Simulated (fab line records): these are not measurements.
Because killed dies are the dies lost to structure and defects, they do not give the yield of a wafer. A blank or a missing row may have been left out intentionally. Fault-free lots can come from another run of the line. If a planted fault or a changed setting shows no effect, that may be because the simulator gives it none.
A struck lot beside a sound one	flow nand harc	14 steps out of a route of 1159
Sound: these wafers, L855.1, L855.2, L855.6. The struck wafers were L845.1, L845.2, L845.3. The cause is given at the end.
For every step that has rows: the tool of each side, followed by ch and its chambers, followed by its first start. Under that, the readings that differ: sound wafers	struck wafers	difference of the means	sigmas: that difference in standard deviations of wafers without a fault.
alike: words and numbers the same on both sides, and readings whose means are apart by under 2 such deviations; not compared: readings that were withheld, readings missing a value for some wafer, numbers with overlapping values and no deviation given by the record, and bounds like >300 which may hide the same value.
A row with sigmas, a row that says differs or no value, or rows on one side alone: a step with any of these is where the two part. When numbers do not overlap yet have no deviation, they are printed without sigmas and do not part them. A reading that every wafer of one side lacks parts them only if that side has two wafers or more.

first, 9 steps without rows for these wafers: NHARC_A_STAIRCASE_DEHYDRATE_209 (time 120 s); NHARC_A_STAIRCASE_HMDS_210 (time 30 s); NHARC_A_STAIRCASE_COAT_211; NHARC_A_STAIRCASE_SOFTBAKE_212 (time 170 s); NHARC_A_STAIRCASE_EBR_213; NHARC_A_STAIRCASE_EXPOSE_214 (exposes mask STAIR 3); NHARC_A_STAIRCASE_PEB_215 (peb time 130 s); NHARC_A_STAIRCASE_DEVELOP_216 (time 140 s); NHARC_A_STAIRCASE_HARDBAKE_218 (time 140 s).
NHARC_A_STAIRCASE_DESCUM_219: chemistry O2, time 3 s.
  sound on rie diel-11 ch 0,1,3, day 15 09:10; struck on rie diel-11 ch 1,2,3, day 13 09:52
  alike: drypump motor current A, oes product au, rf vpp V, showerhead plenum p Torr, throttle valve pct
  not compared: rf hours counter h
NHARC_A_STAIRCASE_TRIM_220: chemistry O2, time 211.2 s.
  sound on rie diel-11 ch 0,2, day 15 09:43; struck on rie diel-11 ch 0,1,3, day 13 09:58
  alike: drypump motor current A, oes product au, rf vpp V, showerhead plenum p Torr, throttle valve pct
  not compared: rf hours counter h
NHARC_A_STAIRCASE_ETCH_221: etches the open film in C4F8/O2, target depth 100 nm, time 40.5 s.
  sound on rie diel-11 ch 0,1,2, day 15 09:54; struck on rie diel-11 ch 0,2,3, day 13 10:11
  no value came back on the struck wafers for bias w (W), chamber pressure mTorr (mTorr), oes product au (a.u.), rf vpp V (V); on the sound wafers bias w (W) reads 995.9 1000.1 998.9
  not compared: rf hours counter h
NHARC_A_STAIRCASE_TRIM_222: chemistry O2, time 211.2 s.
  sound on rie diel-11 ch 0,1,2; struck on rie diel-11 ch 0,1,3
  alike: drypump motor current A, oes product au, rf vpp V, showerhead plenum p Torr, throttle valve pct
  not compared: rf hours counter h
-- break in the record here, with 11 days between the starts of the struck wafers on either side (left off in module A_STAIRCASE, picked up again in module END, where the first step shown is number 1159 on the route) --
NHARC_END_SORT_01:
  only the struck wafers appear in the record here, on prober-01 ch 0 at day 24 11:41; the sound ones have no rows

== WHERE THEY PART ==
First at NHARC_A_STAIRCASE_ETCH_221; last, within this record, at NHARC_END_SORT_01.

WHY: whatever the simulator had introduced
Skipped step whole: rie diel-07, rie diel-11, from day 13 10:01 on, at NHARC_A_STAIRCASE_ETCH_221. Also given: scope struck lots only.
